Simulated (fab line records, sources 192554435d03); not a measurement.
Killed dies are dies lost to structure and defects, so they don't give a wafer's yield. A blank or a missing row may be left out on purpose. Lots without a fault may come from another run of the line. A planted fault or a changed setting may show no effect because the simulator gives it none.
fab line records | flow n5_finfet
record lots=24 wafers=72 last_day=17
route steps=1938 shown BEOL_M5@1159 BEOL_M6@1212 BEOL_M7@1263
lots that met no fault: from a run of the same line without faults
start_h: hours from the record's first day to the start of the lot's first wafer shown | wait_h: hours since the lot's step before | " the same as in the row above | L1.1+2: a row that stands for several wafers | - no value, or no start given | * or withheld: withheld | < > ~ a bound
route shown NAME@n: a module of which the file shows steps, and the number in the route of the first | usual: mean/standard deviation of fault-free wafers | same: alike in all rows | chamber/n: place in a boat | sites: the reading at each site | _std_site: their standard deviation | _edge_site: outer sites' mean less inner sites' | radius_mm: how far each site lies from the wafer's centre | mask NAME#n: copy n | behind: the tool/chamber that last shaped the wafer | hold: why the lot was held/for how many hours/how that ended | device: the transistor (n, p or np) that didn't switch | end of line: the same wafers' tests at the end of the route | a step without rows: its recipe alone | killed: dies lost to structure and defects at the first sort, not the wafer's yield | map: a wafer's dies, x killed, . not, _ none there
set.NAME: the setting as run; set.NAME@STEP: as run at that earlier step | model.NAME: the simulator's own value behind a step, which no gauge read
steps of the route over a sample of lots; a table a step, a row a wafer
services: from which hour (start_h, from the record's first day; less than 0 if before it) a tool's chamber was out of use, for how many hours, and why
## steps
# step N5_BEOL_M5_STRIP_36
# recipe chemistry=N2/H2 power_w=450 temp_c=40 pressure_mtorr=20 rf_frequency_hz=6e+07 overash_fraction=0.3 bias_power_w=7 h2_frac=0.5 n2_flow_sccm=200 h2_flow_sccm=200
# usual drypump_motor_current_A=5.6/0.55 oes_product_au=0.80/0.1 power_w=449.9/1.5 rf_vpp_V=59.3/1.7 showerhead_plenum_p_Torr=2.53/0.094 throttle_valve_pct=23.5/0.44
# columns lot.wafer tool chamber start_h wait_h drypump_motor_current_A oes_product_au power_w rf_hours_counter_h rf_vpp_V showerhead_plenum_p_Torr throttle_valve_pct
L074.4 rie_diel-05 3 163.17 0.0 5.0 0.68 449.8 244 60.3 2.49 23.2
L074.5 " 2 " " 5.7 0.68 447.3 - 61.3 2.60 22.9
L074.6 " 3 " " 5.0 0.68 452.9 - 59.5 2.49 23.2
L075.2 rie_diel-05 3 178.93 0.0 5.0 0.67 450.4 250 58.1 2.49 23.2
L075.3 " 0 " " 5.5 0.89 446.9 43 58.6 2.57 22.8
L075.4 " 1 " " 5.8 0.69 450.4 237 58.6 2.42 24.0
L076.1 rie_diel-04 3 181.43 0.0 6.1 0.78 450.9 127 59.7 2.44 23.5
L076.3 " 2 " " 6.3 0.70 452.2 219 60.0 2.51 24.1
L076.4 " 1 " " 5.0 0.71 447.9 169 57.1 2.42 23.7
L077.2 rie_diel-05 1 181.84 0.0 5.8 0.71 450.9 239 56.5 2.41 24.0
L077.4 " 0 " " 5.5 0.90 449.9 - 59.5 2.57 22.8
L077.5 " 2 " " 5.7 0.67 450.7 - 59.7 2.60 22.9
L078.1 rie_diel-03 1 198.54 0.0 4.9 0.86 449.1 52 60.7 2.69 24.1
L078.2 " 2 " " 6.6 0.75 450.1 162 59.3 2.62 23.2
L078.4 " 2 " " 6.6 0.75 449.8 - 58.3 2.62 23.2
L079.2 rie_diel-03 1 198.94 0.0 4.9 0.86 450.3 52 58.7 2.69 24.2
L079.3 " 3 " " 5.5 0.96 448.7 5 59.6 2.49 23.8
L079.5 " 2 " " 6.6 0.76 450.8 - 59.1 2.62 23.2
L080.1 rie_diel-04 2 206.21 0.0 6.3 0.70 447.4 226 58.8 2.51 24.1
L080.5 " 1 " " 5.0 0.71 451.1 - 58.9 2.42 23.7
L080.6 " 2 " " 6.3 0.69 448.0 - 59.9 2.51 24.1
L081.2 rie_diel-03 3 206.53 0.0 5.4 0.95 450.4 8 57.0 2.49 23.8
L081.3 " 2 " " 6.6 0.75 447.4 165 57.0 2.62 23.2
L081.5 " 2 " " 6.6 0.76 445.9 - 60.2 2.62 23.3
L082.1 rie_diel-04 2 224.94 0.0 6.3 0.70 451.0 231 59.2 2.51 24.1
L082.4 " 0 " " 5.1 0.68 448.6 222 59.6 2.40 23.5
L082.6 " 0 " " 5.1 0.69 448.6 - 59.3 2.40 23.5
L084.1 rie_diel-05 0 226.95 0.0 5.5 0.87 451.0 61 60.2 2.56 22.8
L084.2 " 2 " " 5.8 0.65 447.8 255 57.9 2.59 22.9
L084.4 " 3 " " 5.0 0.96 450.6 - 56.2 2.49 22.8
L083.1 rie_diel-04 0 227.10 0.0 5.1 0.70 450.4 223 58.6 2.40 23.5
L083.2 " 3 " " 6.1 0.77 448.9 141 58.6 2.44 23.5
L083.5 " 2 " " 6.3 0.69 451.5 - 61.2 2.51 24.1
L085.2 rie_diel-03 2 232.12 0.0 6.6 0.74 450.7 174 58.7 2.61 23.2
L085.5 " 1 " " 4.9 0.83 452.3 - 57.7 2.69 24.2
L085.6 " 0 " " 5.7 0.97 447.2 - 58.8 2.48 23.6
L086.1 rie_diel-04 1 250.35 0.0 5.0 0.71 447.6 186 57.4 2.41 23.7
L086.3 " 0 " " 5.1 0.69 450.9 229 57.3 2.40 23.5
L086.4 " 3 " " 6.1 0.75 449.9 147 59.0 2.43 23.5
L088.3 rie_diel-03 0 254.62 0.0 5.7 0.94 451.6 12 59.8 2.48 23.6
L088.5 " 0 " " 5.6 0.92 449.8 - 58.5 2.48 23.6
L088.6 " 2 " " 6.6 0.74 449.9 - 57.3 2.61 23.3
L087.3 rie_diel-03 2 255.01 0.0 6.6 0.74 450.2 179 58.1 2.61 23.3
L087.4 " 3 " " 5.4 0.90 450.9 - 60.8 2.48 23.8
L087.6 " 0 " " 5.7 0.93 451.9 - 61.5 2.48 23.6
L089.4 rie_diel-04 1 259.84 0.0 5.0 0.70 449.6 190 56.5 2.41 23.7
L089.5 " 1 " " 5.0 0.70 452.4 - 57.6 2.41 23.7
L089.6 " 2 " " 6.3 0.67 451.4 - 62.9 2.50 24.1
L090.3 rie_diel-03 1 272.50 0.0 4.9 0.81 450.5 73 58.6 2.68 24.2
L090.5 " 1 " " 4.9 0.81 449.8 - 60.5 2.68 24.2
L090.6 " 0 " " 5.6 0.93 450.4 - 60.1 2.48 23.6
L091.1 rie_diel-03 2 275.53 0.0 6.6 0.74 451.8 185 58.2 2.61 23.2
L091.4 " 0 " " 5.6 0.91 451.6 17 59.1 2.48 23.6
L091.5 " 2 " " 6.6 0.74 450.6 - 59.6 2.61 23.2
L092.1 rie_diel-04 3 279.60 0.0 6.1 0.74 450.4 157 58.7 2.43 23.5
L092.3 " 1 " " 5.0 0.69 451.1 195 56.7 2.41 23.7
L092.6 " 2 " " 6.2 0.68 449.5 - 58.1 2.50 24.1
L093.2 rie_diel-03 0 284.92 0.0 5.7 0.93 451.0 19 55.9 2.48 23.6
L093.4 " 2 " " 6.6 0.73 450.2 186 60.6 2.61 23.3
L093.6 " 3 " " 5.4 0.90 451.7 - 58.1 2.48 23.8
L094.1 rie_diel-03 0 285.66 0.0 5.7 0.91 449.7 19 56.2 2.48 23.7
L094.2 " 1 " " 4.9 0.82 450.1 77 62.6 2.68 24.2
L094.6 " 0 " " 5.7 0.92 450.5 - 57.8 2.48 23.6
L095.1 rie_diel-03 3 304.01 0.0 5.4 0.90 452.3 36 60.3 2.48 23.8
L095.5 " 1 " " 4.9 0.83 448.5 - 59.7 2.68 24.2
L095.6 " 2 " " 6.6 0.75 448.5 - 56.7 2.61 23.2
L096.1 rie_diel-05 3 310.42 0.0 5.0 0.90 449.5 34 60.4 2.47 22.8
L096.2 " 2 " " 5.7 0.96 450.7 12 59.4 2.58 22.7
L096.6 " 0 " " 5.5 0.83 450.2 - 56.9 2.55 22.8
L097.1 rie_diel-05 3 325.85 0.0 5.0 0.88 450.2 38 59.2 2.47 22.8
L097.3 " 2 " " 5.7 0.94 451.5 16 60.2 2.58 22.7
L097.5 " 2 " " 5.7 0.94 450.1 - 61.9 2.58 22.7
# step N5_BEOL_M5_SPUTTER_48
# recipe material=Cu target_thk_a=150 temp_c=-20 chamber_pressure_pa=0.07 power_w=withheld time_s=27.62
# usual throttle_valve_pct=29.6/1.1
# columns lot.wafer tool chamber start_h wait_h throttle_valve_pct
L074.4 pvd_sputter-01 - 164.54 0.0 27.3
L074.5 " - " " 29.4
L074.6 " - " " 28.2
L075.2 pvd_sputter-01 - 180.19 0.1 29.4
L075.3 " - " " 28.3
L075.4 " - " " 27.3
L076.1 pvd_sputter-03 - 183.45 0.2 31.1
L076.3 " - " " 31.7
L076.4 " - " " 29.6
L077.2 pvd_sputter-02 - 184.05 0.1 29.0
L077.4 " - " " 29.4
L077.5 " - " " 29.5
L078.1 pvd_sputter-02 - 200.08 0.1 29.5
L078.2 " - " " 30.0
L078.4 " - " " 28.8
L079.2 pvd_sputter-03 - 202.07 1.8 29.2
L079.3 " - " " 31.6
L079.5 " - " " 31.4
L080.1 pvd_sputter-02 - 207.73 0.2 30.2
L080.5 " - " " 28.8
L080.6 " - " " 30.1
L081.2 pvd_sputter-03 - 210.11 0.2 29.5
L081.3 " - " " 31.0
L081.5 " - " " 29.4
L082.1 pvd_sputter-01 - 226.25 0.1 29.5
L082.4 " - " " 30.2
L082.6 " - " " 28.1
L083.1 pvd_sputter-02 - 228.37 0.1 29.8
L083.2 " - " " 30.2
L083.5 " - " " 30.0
L084.1 pvd_sputter-03 - 228.60 0.1 29.2
L084.2 " - " " 29.3
L084.4 " - " " 30.9
L085.2 pvd_sputter-02 - 233.59 0.1 28.7
L085.5 " - " " 28.6
L085.6 " - " " 29.9
L086.1 pvd_sputter-01 - 252.21 0.1 30.5
L086.3 " - " " 28.1
L086.4 " - " " 27.5
L088.3 pvd_sputter-02 - 256.30 0.2 29.5
L088.5 " - " " 30.2
L088.6 " - " " 29.0
L087.3 pvd_sputter-01 - 256.94 0.2 28.3
L087.4 " - " " 27.6
L087.6 " - " " 30.3
L089.4 pvd_sputter-02 - 261.33 0.1 29.3
L089.5 " - " " 29.7
L089.6 " - " " 28.6
L090.3 pvd_sputter-01 - 274.01 0.1 29.4
L090.5 " - " " 29.3
L090.6 " - " " 28.2
L091.1 pvd_sputter-02 - 277.10 0.3 29.9
L091.4 " - " " 30.2
L091.5 " - " " 29.8
L092.1 pvd_sputter-03 - 281.19 0.1 32.0
L092.3 " - " " 29.2
L092.6 " - " " 29.9
L093.2 pvd_sputter-01 - 286.43 0.1 27.5
L093.4 " - " " 28.4
L093.6 " - " " 28.1
L094.1 pvd_sputter-03 - 286.92 0.1 29.3
L094.2 " - " " 29.5
L094.6 " - " " 29.2
L095.1 pvd_sputter-01 - 306.25 0.5 30.1
L095.5 " - " " 30.2
L095.6 " - " " 28.0
L096.1 pvd_sputter-03 - 313.01 0.1 31.8
L096.2 " - " " 29.0
L096.6 " - " " 29.1
L097.1 pvd_sputter-02 - 327.46 0.3 29.5
L097.3 " - " " 30.3
L097.5 " - " " 28.8
# step N5_BEOL_M5_ANNEAL_84
# recipe temp_c=400 time_s=1800 ambient=vacuum
# usual heater_power_w=812/74
# columns lot.wafer tool chamber start_h wait_h heater_power_w
L074.4 pvd_sputter-01 - 166.79 0.0 877
L074.5 " - " " 687
L074.6 " - " " 854
L075.2 pvd_sputter-01 - 182.44 0.0 700
L075.3 " - " " 867
L075.4 " - " " 889
L076.1 pvd_sputter-03 - 185.70 0.0 768
L076.3 " - " " 873
L076.4 " - " " 638
L077.2 pvd_sputter-02 - 186.31 0.0 894
L077.4 " - " " 814
L077.5 " - " " 807
L078.1 pvd_sputter-02 - 202.34 0.0 803
L078.2 " - " " 820
L078.4 " - " " 901
L079.2 pvd_sputter-03 - 204.32 0.0 819
L079.3 " - " " 877
L079.5 " - " " 765
L080.1 pvd_sputter-02 - 209.98 0.0 789
L080.5 " - " " 897
L080.6 " - " " 827
L081.2 pvd_sputter-03 - 212.36 0.0 639
L081.3 " - " " 761
L081.5 " - " " 808
L082.1 pvd_sputter-01 - 228.50 0.0 709
L082.4 " - " " 923
L082.6 " - " " 871
L083.1 pvd_sputter-02 - 230.63 0.0 793
L083.2 " - " " 829
L083.5 " - " " 819
L084.1 pvd_sputter-03 - 233.78 0.0 817
L084.2 " - " " 641
L084.4 " - " " 754
L085.2 pvd_sputter-02 - 235.84 0.0 878
L085.5 " - " " 878
L085.6 " - " " 797
L086.1 pvd_sputter-01 - 254.47 0.0 899
L086.3 " - " " 849
L086.4 " - " " 851
L088.3 pvd_sputter-02 - 258.55 0.0 822
L088.5 " - " " 822
L088.6 " - " " 901
L087.3 pvd_sputter-01 - 259.19 0.0 843
L087.4 " - " " 861
L087.6 " - " " 901
L089.4 pvd_sputter-02 - 263.59 0.0 804
L089.5 " - " " 812
L089.6 " - " " 886
L090.3 pvd_sputter-01 - 276.26 0.0 708
L090.5 " - " " 697
L090.6 " - " " 831
L092.1 pvd_sputter-03 - 283.45 0.0 889
L092.3 " - " " 830
L092.6 " - " " 643
L093.2 pvd_sputter-01 - 288.69 0.0 889
L093.4 " - " " 862
L093.6 " - " " 851
L094.1 pvd_sputter-03 - 289.18 0.0 640
L094.2 " - " " 810
L094.6 " - " " 833
L091.1 pvd_sputter-02 - 299.00 0.0 816
L091.4 " - " " 830
L091.5 " - " " 808
L095.1 pvd_sputter-01 - 308.50 0.0 931
L095.5 " - " " 907
L095.6 " - " " 857
L096.1 pvd_sputter-03 - 315.26 0.0 887
L096.2 " - " " 803
L096.6 " - " " 826
L097.1 pvd_sputter-02 - 329.71 0.0 803
L097.3 " - " " 833
L097.5 " - " " 867
# step N5_BEOL_M5_THK_MEAS_53
# recipe thk_meas_gauge=xrf reads=Cu_of_BEOL_M5_ECD_50
# usual M5_THK=60.4/2
# columns lot.wafer tool chamber start_h wait_h M5_THK[nm]
L074.4 film_metro-02 - 169.68 - 62.6
L074.5 " - " " 62.5
L074.6 " - " " 60.7
L075.2 film_metro-02 - 185.34 - 60.6
L075.3 " - " " 60.4
L075.4 " - " " 55.9
L076.1 film_metro-01 - 188.59 - 60.0
L076.3 " - " " 61.9
L076.4 " - " " 61.0
L077.2 film_metro-01 - 189.20 - 58.2
L077.4 " - " " 61.6
L077.5 " - " " 61.4
L078.1 film_metro-01 - 205.23 - 61.1
L078.2 " - " " 60.8
L078.4 " - " " 59.4
L079.2 film_metro-02 - 207.35 - 61.9
L079.3 " - " " 63.0
L079.5 " - " " 60.9
L080.1 film_metro-01 - 212.87 - 59.4
L080.5 " - " " 58.7
L080.6 " - " " 60.2
L081.2 film_metro-02 - 215.25 - 61.7
L081.3 " - " " 61.3
L081.5 " - " " 59.3
L082.1 film_metro-02 - 231.39 - 60.1
L082.4 " - " " 60.9
L082.6 " - " " 58.3
L083.1 film_metro-01 - 233.52 - 58.6
L083.2 " - " " 58.7
L083.5 " - " " 59.6
L084.1 film_metro-02 - 236.67 - 59.7
L084.2 " - " " 58.6
L084.4 " - " " 60.6
L085.2 film_metro-02 - 238.86 - 58.3
L085.5 " - " " 60.3
L085.6 " - " " 61.2
L086.1 film_metro-01 - 257.40 - 58.8
L086.3 " - " " 61.5
L086.4 " - " " 58.9
L088.3 film_metro-01 - 261.44 - 64.9
L088.5 " - " " 63.7
L088.6 " - " " 62.4
L087.3 film_metro-01 - 262.08 - 58.9
L087.4 " - " " 63.0
L087.6 " - " " 61.2
L089.4 film_metro-02 - 266.48 - 56.6
L089.5 " - " " 56.2
L089.6 " - " " 57.8
L090.3 film_metro-02 - 279.17 - 59.5
L090.5 " - " " 59.2
L090.6 " - " " 59.7
L092.1 film_metro-01 - 286.33 - 62.0
L092.3 " - " " 57.7
L092.6 " - " " 63.7
L094.1 film_metro-02 - 292.06 - 61.4
L094.2 " - " " 60.5
L094.6 " - " " 62.0
L093.2 film_metro-01 - 294.88 - 64.0
L093.4 " - " " 61.0
L093.6 " - " " 63.9
L091.1 film_metro-02 - 301.89 - 58.4
L091.4 " - " " 62.5
L091.5 " - " " 58.4
L095.1 film_metro-02 - 311.67 - 63.2
L095.5 " - " " 61.1
L095.6 " - " " 59.6
L096.1 film_metro-01 - 318.15 - 60.2
L096.2 " - " " 61.6
L096.6 " - " " 59.5
L097.1 film_metro-01 - 332.72 - 60.3
L097.3 " - " " 60.0
L097.5 " - " " 60.1
# step N5_BEOL_M6_ETCH_62
# recipe chemistry=N2/H2 target=SOC target_depth_a=1100 overetch_a=220 mask_material=SiARC temp_c=40 time_s=165 ion_energy_ev=200 pressure_mtorr=30 source_w=840 bias_w=150 n2_flow_sccm=200 h2_flow_sccm=200
# usual drypump_motor_current_A=5.6/0.52 oes_product_au=0.70/0.044 rf_fwd_power_W=837.3/2.5 rf_vpp_V=524.7/2.8 showerhead_plenum_p_Torr=2.57/0.1 throttle_valve_pct=17.73/0.16
# columns lot.wafer tool chamber start_h wait_h drypump_motor_current_A oes_product_au rf_fwd_power_W rf_hours_counter_h rf_vpp_V showerhead_plenum_p_Torr throttle_valve_pct
L074.4 rie_diel-02 3 172.02 0.0 4.7 0.70 833.1 72 521.7 2.46 17.77
L074.5 " 2 " " 5.7 0.69 837.8 - 527.8 2.69 17.71
L074.6 " 1 " " 5.6 0.71 834.5 - 523.0 2.58 17.48
L075.2 rie_diel-01 1 187.81 0.0 5.3 0.59 834.1 222 523.5 2.52 18.02
L075.3 " 0 " " 6.1 0.60 835.4 233 519.6 2.41 18.05
L075.4 " 2 " " 6.4 0.80 837.5 3 523.2 2.49 17.49
L076.1 rie_diel-02 3 192.52 0.0 4.7 0.69 837.4 78 520.8 2.46 17.77
L076.3 " 0 " " 5.8 0.71 840.8 46 524.3 2.61 17.55
L076.4 " 1 " " 5.6 0.70 838.2 68 525.4 2.58 17.50
L077.2 rie_diel-06 2 192.68 0.0 5.5 0.75 840.6 39 528.5 2.70 17.85
L077.4 " 1 " " 6.7 0.68 838.5 113 519.9 2.46 17.98
L077.5 " 3 " " 5.1 0.72 833.7 - 528.9 2.66 17.58
L078.1 rie_diel-01 2 207.45 0.0 6.4 0.78 834.1 9 524.0 2.49 17.51
L078.2 " 3 " " 5.7 0.71 843.1 51 523.5 2.47 17.75
L078.4 " 1 " " 5.3 0.58 840.1 229 523.4 2.52 18.03
L079.2 rie_diel-06 3 211.77 0.0 5.1 0.71 836.0 63 528.5 2.66 17.61
L079.3 " 1 " " 6.6 0.67 834.4 120 520.7 2.46 17.98
L079.5 " 0 " " 5.3 0.73 838.7 - 527.9 2.71 17.74
L080.1 rie_diel-02 3 214.55 0.0 4.8 0.68 839.1 87 522.2 2.45 17.78
L080.5 " 0 " " 5.8 0.71 838.9 - 525.5 2.60 17.56
L080.6 " 3 " " 4.8 0.69 839.0 - 521.7 2.45 17.78
L081.2 rie_diel-06 1 217.93 0.0 6.7 0.67 834.8 122 521.6 2.45 17.98
L081.3 " 2 " " 5.4 0.73 836.7 48 527.9 2.70 17.86
L081.5 " 2 " " 5.4 0.74 837.7 - 527.6 2.70 17.87
L082.1 rie_diel-06 1 233.71 0.0 6.7 0.67 835.9 127 521.4 2.45 18.01
L082.4 " 2 " " 5.4 0.73 834.7 53 527.6 2.69 17.88
L082.6 " 1 " " 6.7 0.67 834.5 - 522.7 2.45 18.00
L083.1 rie_diel-02 0 237.03 0.0 5.8 0.70 833.9 65 525.3 2.60 17.61
L083.2 " 3 " " 4.7 0.69 836.8 96 521.0 2.45 17.80
L083.5 " 1 " " 5.6 0.69 838.5 - 525.8 2.57 17.53
L084.1 rie_diel-02 3 239.11 0.0 4.7 0.67 837.5 96 521.1 2.45 17.81
L084.2 " 0 " " 5.9 0.70 835.7 65 524.5 2.60 17.60
L084.4 " 2 " " 5.8 0.67 836.8 102 528.6 2.68 17.78
L085.2 rie_diel-02 2 242.21 0.0 5.7 0.67 834.9 103 527.7 2.68 17.74
L085.5 " 0 " " 5.8 0.70 835.5 - 526.2 2.60 17.61
L085.6 " 1 " " 5.6 0.69 836.4 - 525.1 2.57 17.53
L086.1 rie_diel-02 0 260.29 0.0 5.8 0.69 838.4 73 525.4 2.59 17.60
L086.3 " 2 " " 5.8 0.66 840.0 109 526.2 2.68 17.78
L086.4 " 0 " " 5.8 0.68 837.4 - 524.4 2.59 17.62
L088.3 rie_diel-01 1 264.74 0.0 5.3 0.58 837.2 251 522.5 2.51 18.08
L088.5 " 3 " " 5.7 0.69 836.8 - 522.0 2.46 17.80
L088.6 " 2 " " 6.4 0.74 836.9 - 523.1 2.48 17.54
L087.3 rie_diel-02 0 265.35 0.0 5.8 0.70 839.9 74 524.8 2.59 17.61
L087.4 " 0 " " 5.8 0.69 838.6 - 524.0 2.59 17.63
L087.6 " 2 " " 5.8 0.66 838.9 - 527.0 2.68 17.80
L089.4 rie_diel-06 0 269.95 0.0 5.3 0.71 839.3 50 529.1 2.70 17.80
L089.5 " 3 " " 5.2 0.70 840.1 - 526.5 2.65 17.62
L089.6 " 2 " " 5.4 0.71 837.8 - 526.2 2.69 17.90
L090.3 rie_diel-01 3 280.95 0.0 5.7 0.67 840.1 82 520.5 2.46 17.80
L090.5 " 2 " " 6.4 0.72 834.2 - 522.8 2.47 17.56
L090.6 " 3 " " 5.7 0.68 836.6 - 522.0 2.46 17.80
L092.1 rie_diel-02 1 292.16 0.0 5.6 0.67 835.9 97 524.0 2.56 17.56
L092.3 " 0 " " 5.8 0.68 842.2 88 525.0 2.59 17.65
L092.6 " 1 " " 5.6 0.67 838.3 - 524.6 2.56 17.55
L094.1 rie_diel-01 3 293.84 0.0 5.7 0.67 836.1 85 522.2 2.46 17.82
L094.2 " 0 " " 6.1 0.79 842.5 8 528.3 2.72 17.67
L094.6 " 3 " " 5.8 0.67 837.0 - 520.9 2.46 17.81
L093.2 rie_diel-02 1 297.08 0.0 5.6 0.67 837.8 99 524.6 2.56 17.55
L093.4 " 1 " " 5.6 0.68 839.7 - 525.7 2.56 17.55
L093.6 " 3 " " 4.8 0.66 836.0 - 522.2 2.44 17.88
L091.1 rie_diel-06 3 305.04 0.0 5.2 0.68 833.5 91 527.8 2.65 17.64
L091.4 " 2 " " 5.4 0.70 828.3 76 528.6 2.68 17.90
L091.5 " 2 " " 5.5 0.70 836.6 - 526.2 2.68 17.92
L095.1 rie_diel-02 0 314.62 0.0 5.8 0.67 836.7 99 524.3 2.58 17.66
L095.5 " 1 " " 5.6 0.67 834.9 - 523.4 2.56 17.56
L095.6 " 3 " " 4.7 0.65 835.9 - 522.4 2.44 17.86
L096.1 rie_diel-01 2 321.40 0.0 6.4 0.71 839.8 52 521.1 2.47 17.59
L096.2 " 1 " " 5.3 0.81 834.3 10 522.3 2.50 17.71
L096.6 " 1 " " 5.3 0.80 835.8 - 522.5 2.50 17.71
L097.1 rie_diel-06 3 337.10 0.0 5.1 0.68 837.1 103 527.2 2.64 17.66
L097.3 " 1 " " 6.6 0.64 840.1 162 520.3 2.44 18.06
L097.5 " 3 " " 5.1 0.68 836.2 - 526.9 2.64 17.67
# step N5_BEOL_M7_ILD_DEP_00
# recipe material=SiCOH_lowk target_thk_a=1797.5 temp_c=300 precursor=DEMS/porogen pressure_torr=5 rf_w=500 time_s=33.4
# usual heater_power_w=329/52 rf_fwd_power_W=494.7/1.9 showerhead_plenum_p_Torr=5.733/0.014 throttle_valve_pct=14.0/0.43
# columns lot.wafer tool chamber start_h wait_h heater_power_w rf_fwd_power_W showerhead_plenum_p_Torr throttle_valve_pct
L074.4 pecvd-04 1 175.89 0.1 367 492.4 5.727 14.1
L074.5 " 2 " " 281 496.5 5.745 13.8
L074.6 " 0 " " 297 496.4 5.745 13.7
L075.2 pecvd-04 1 193.08 0.0 420 495.6 5.732 14.4
L075.3 " 2 " " 279 495.4 5.747 14.3
L075.4 " 0 " " 301 496.3 5.737 13.7
L076.1 pecvd-02 1 196.25 0.0 323 496.6 5.734 13.9
L076.3 " 2 " " 321 493.3 5.727 13.7
L076.4 " 0 " " 385 497.1 5.731 13.4
L077.2 pecvd-02 0 196.79 0.0 387 496.8 5.732 13.9
L077.4 " 1 " " 329 498.2 5.738 13.7
L077.5 " 2 " " 399 492.2 5.718 13.7
L078.1 pecvd-01 1 213.43 0.0 300 496.1 5.743 14.1
L078.2 " 0 " " 290 495.1 5.771 15.6
L078.4 " 0 " " 295 493.7 5.774 15.7
L079.2 pecvd-04 0 216.18 0.0 253 495.0 5.745 13.7
L079.3 " 1 " " 381 493.7 5.704 14.1
L079.5 " 0 " " 269 494.1 5.738 13.8
L080.1 pecvd-04 2 218.74 0.0 265 496.6 5.736 13.8
L080.5 " 2 " " 252 496.9 5.730 13.9
L080.6 " 0 " " 272 498.4 5.731 13.7
L081.2 pecvd-04 1 222.79 0.0 403 494.5 5.733 14.4
L081.3 " 0 " " 282 494.1 5.754 13.9
L081.5 " 2 " " 273 494.3 5.748 14.1
L082.1 pecvd-04 2 239.14 0.0 259 494.3 5.722 14.0
L082.4 " 2 " " 259 495.6 5.738 14.0
L082.6 " 0 " " 306 494.8 5.749 14.1
L083.1 pecvd-02 0 242.40 0.0 341 494.0 5.743 13.9
L083.2 " 1 " " 338 495.9 5.739 13.8
L083.5 " 2 " " 355 493.1 5.723 13.7
L084.1 pecvd-02 0 244.04 0.0 336 495.3 5.733 13.4
L084.2 " 2 " " 390 493.3 5.707 13.6
L084.4 " 1 " " 323 495.3 5.724 13.7
L085.2 pecvd-04 2 246.34 0.0 292 495.1 5.729 13.9
L085.5 " 2 " " 302 497.2 5.746 14.3
L085.6 " 1 " " 363 493.1 5.730 14.3
L086.1 pecvd-01 1 266.89 0.0 287 496.5 5.746 13.9
L086.3 " 2 " " 272 495.3 5.742 14.6
L086.4 " 0 " " 244 494.7 5.787 16.0
L088.3 pecvd-04 0 270.29 0.0 249 494.3 5.733 13.3
L088.5 " 1 " " 385 492.1 5.712 14.2
L088.6 " 0 " " 257 494.3 5.752 13.7
L087.3 pecvd-02 2 272.18 0.0 359 489.8 5.722 13.6
L087.4 " 2 " " 361 489.8 5.717 13.6
L087.6 " 0 " " 356 492.9 5.724 13.9
L089.4 pecvd-02 2 276.75 0.1 377 492.0 5.721 13.5
L089.5 " 0 " " 365 495.5 5.745 13.9
L089.6 " 1 " " 335 497.2 5.733 13.7
L090.3 pecvd-04 1 287.32 0.0 429 493.5 5.723 14.3
L090.5 " 0 " " 301 495.3 5.742 13.6
L090.6 " 2 " " 283 495.9 5.745 14.6
L092.1 pecvd-02 2 296.60 0.0 379 494.5 5.720 13.4
L092.3 " 0 " " 395 495.1 5.726 14.0
L092.6 " 0 " " 399 493.9 5.734 13.7
L094.1 pecvd-02 2 298.18 0.0 363 493.5 5.711 13.6
L094.2 " 1 " " 305 496.6 5.741 13.5
L094.6 " 2 " " 382 493.1 5.707 13.7
L093.2 pecvd-02 1 303.41 0.0 284 499.2 5.750 14.0
L093.4 " 1 " " 287 497.0 5.740 14.0
L093.6 " 0 " " 353 492.9 5.733 13.8
L091.1 pecvd-02 2 310.23 0.0 363 492.0 5.713 13.8
L091.4 " 2 " " 370 492.7 5.730 13.6
L091.5 " 0 " " 342 494.9 5.736 13.8
L095.1 pecvd-04 1 318.98 0.0 426 494.7 5.738 14.3
L095.5 " 2 " " 257 495.2 5.743 14.4
L095.6 " 1 " " 426 493.3 5.721 14.4
L096.1 pecvd-04 1 327.83 0.0 443 495.6 5.716 14.2
L096.2 " 2 " " 281 496.8 5.730 14.1
L096.6 " 1 " " 354 494.4 5.723 14.0
L097.1 pecvd-02 1 342.19 0.0 267 497.0 5.740 13.8
L097.3 " 0 " " 372 494.6 5.744 14.0
L097.5 " 1 " " 278 498.0 5.730 14.0
## services
# columns tool chamber start_h hours kind
rie_diel-02 0 145.20 4.2 repair
rie_diel-03 3 162.99 - clean
rie_diel-03 3 162.99 - consumable_replace:focus_ring
rie_diel-03 3 162.99 17.8 scheduled_down
rie_diel-03 3 162.99 17.8 vent_cycle
pecvd-02 1 178.61 2.1 scheduled_down
rie_diel-04 1 183.48 4.8 repair
rie_diel-03 0 193.33 - clean
rie_diel-03 0 193.33 - consumable_replace:focus_ring
rie_diel-03 0 193.33 26.6 scheduled_down
rie_diel-03 0 193.33 26.6 vent_cycle
pecvd-01 2 217.11 6.5 repair
rie_diel-06 3 219.51 1.4 repair
pecvd-01 - 252.22 2.3 repair
rie_diel-02 1 259.35 18.6 repair
pecvd-04 0 271.90 10.6 repair
pecvd-02 - 278.99 1.1 repair
rie_diel-04 2 287.02 - clean
rie_diel-04 2 287.02 - consumable_replace:focus_ring
pecvd-02 0 297.90 5.5 scheduled_down
pecvd-04 0 320.09 16.5 scheduled_down
pvd_sputter-03 - 328.74 2.3 repair
rie_diel-02 3 329.31 13.5 repair
rie_diel-03 1 342.20 1.8 repair
## key
fault none
